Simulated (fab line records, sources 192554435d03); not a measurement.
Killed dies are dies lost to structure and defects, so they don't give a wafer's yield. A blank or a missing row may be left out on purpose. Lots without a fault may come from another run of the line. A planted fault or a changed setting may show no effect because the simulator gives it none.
A struck lot beside a sound one | flow n5_finfet | 15 steps out of a route of 1938
Sound: wafers L432.2, L432.3, L432.6. Struck: wafers L425.1, L425.3, L425.4. The cause comes at the end.
At each step with rows: each side's tool, then ch and its chambers, then its first start. Under that, the readings that differ: sound wafers | struck wafers | difference of the means | sigmas: that difference in standard deviations of wafers without a fault.
alike: readings whose means differ by less than 2 such deviations, and words and numbers that are the same on both sides. not compared: withheld readings, readings that some wafer has no value for, bounds like >300 that may hide the same value, and numbers for which the record gives no deviation and whose values overlap.
The two part at a step that has a row with sigmas, a row that says differs or no value, or rows on one side only. Numbers that don't overlap but have no deviation are shown without sigmas and don't part them. A reading that every wafer of one side lacks parts them only if that side has two wafers or more.

first, 2 steps without rows for these wafers: N5_HKMG_FIN_STRIP_92 (strips SOC in N2/H2, time 20 s); N5_HKMG_FIN_WET_ETCH_18 (etches TiN in SC1, time 55 s, target depth 5.2 nm, rinse time 30 s).
N5_HKMG_FIN_STRIP_19: strips in N2/H2, time 360 s.
  sound on plasma_asher-01 ch 0,1, day 9 12:23; struck on plasma_asher-02 ch 0,1, day 7 17:50
  alike: drypump_motor_current_A, heater_power_w, n2_flow_sccm
  not compared: rf_hours_counter_h
N5_HKMG_FIN_ALD_91: deposits TiN, target thk 1 nm, pulse time 1 s, purge time 3 s.
  sound on ald_metal-01 ch 1,2,3, day 9 12:46; struck on ald_metal-01 ch 0,2,3, day 7 18:14
  alike: heater_power_w, precursor_pulse_height_rel
then, 2 steps without rows for these wafers: N5_HKMG_FIN_COAT_85 (time 60 s, resist thk 300 nm); N5_HKMG_FIN_ETCH_86 (etches SOC in N2/H2, stops on TiN, target depth 393.2 nm).
N5_HKMG_FIN_STRIP_89: strips SOC in N2/H2, time 20 s.
  sound on rie_diel-05 ch 0,1, day 9 13:10; struck on rie_diel-05 ch 0,2,3, day 7 18:37
  alike: chamber_pressure_mTorr, drypump_motor_current_A, n2_flow_sccm, oes_product_au, rf_vpp_V, showerhead_plenum_p_Torr, throttle_valve_pct
  not compared: rf_hours_counter_h
then, 2 steps without rows for these wafers: N5_HKMG_FIN_WET_ETCH_87 (etches TiN in SC1, time 154.2 s, target depth 4.7 nm, rinse time 30 s); N5_HKMG_FIN_STRIP_88 (strips in N2/H2, time 360 s).
N5_HKMG_FIN_NWFM_ALD_20: deposits TiAlC, target thk 2 nm, pulse time 3 s, purge time 2 s.
  sound on ald_metal-02 ch 0,1, day 9 13:44; struck on ald_metal-04 ch 0,1,3, day 7 19:12
  alike: heater_power_w, precursor_pulse_height_rel
N5_HKMG_FIN_ALD_71: deposits TiN, target thk 1 nm, pulse time 1 s, purge time 3 s.
  sound on ald_metal-02 ch 0,1, day 9 13:50; struck on ald_metal-04 ch 0,1,3, day 7 19:18
  alike: heater_power_w, precursor_pulse_height_rel
then, 1 step without rows for these wafers: N5_HKMG_FIN_COAT_66 (time 60 s, resist thk 300 nm).
N5_HKMG_FIN_ETCH_67: etches SOC in N2/H2, stops on TiN, target depth 388.9 nm.
  sound on rie_diel-05 ch 1,2, day 9 14:11; struck on rie_diel-05 ch 0,1,2, day 7 19:38
  no value came back on the struck wafers for any of 8 readings (bias_w (W), chamber_pressure_mTorr (mTorr) and others); on the sound wafers bias_w (W) reads 61.00 61.47 60.93
  reading                                   | sound        | struck          | difference | sigmas
  model.SOC_of_HKMG_FIN_COAT_66.thk_nm (nm) | 18.4 21 19.8 | 297.4 298.2 299 | +278.5     |
  alike: model.TiN_of_HKMG_FIN_ALD_71.thk_nm
  not compared: rf_hours_counter_h
then, 1 step without rows for these wafers: N5_HKMG_FIN_STRIP_90 (strips SOC in N2/H2, time 20 s).
N5_BEOL_M4_RC_MEAS_101:
  the record has rows for the sound wafers here (prober-02 ch 0, day 14 19:10) and none for the struck ones

WHERE THEY PART
First at N5_HKMG_FIN_ETCH_67; last, within this record, at N5_BEOL_M4_RC_MEAS_101.

WHY: what the simulator had put in
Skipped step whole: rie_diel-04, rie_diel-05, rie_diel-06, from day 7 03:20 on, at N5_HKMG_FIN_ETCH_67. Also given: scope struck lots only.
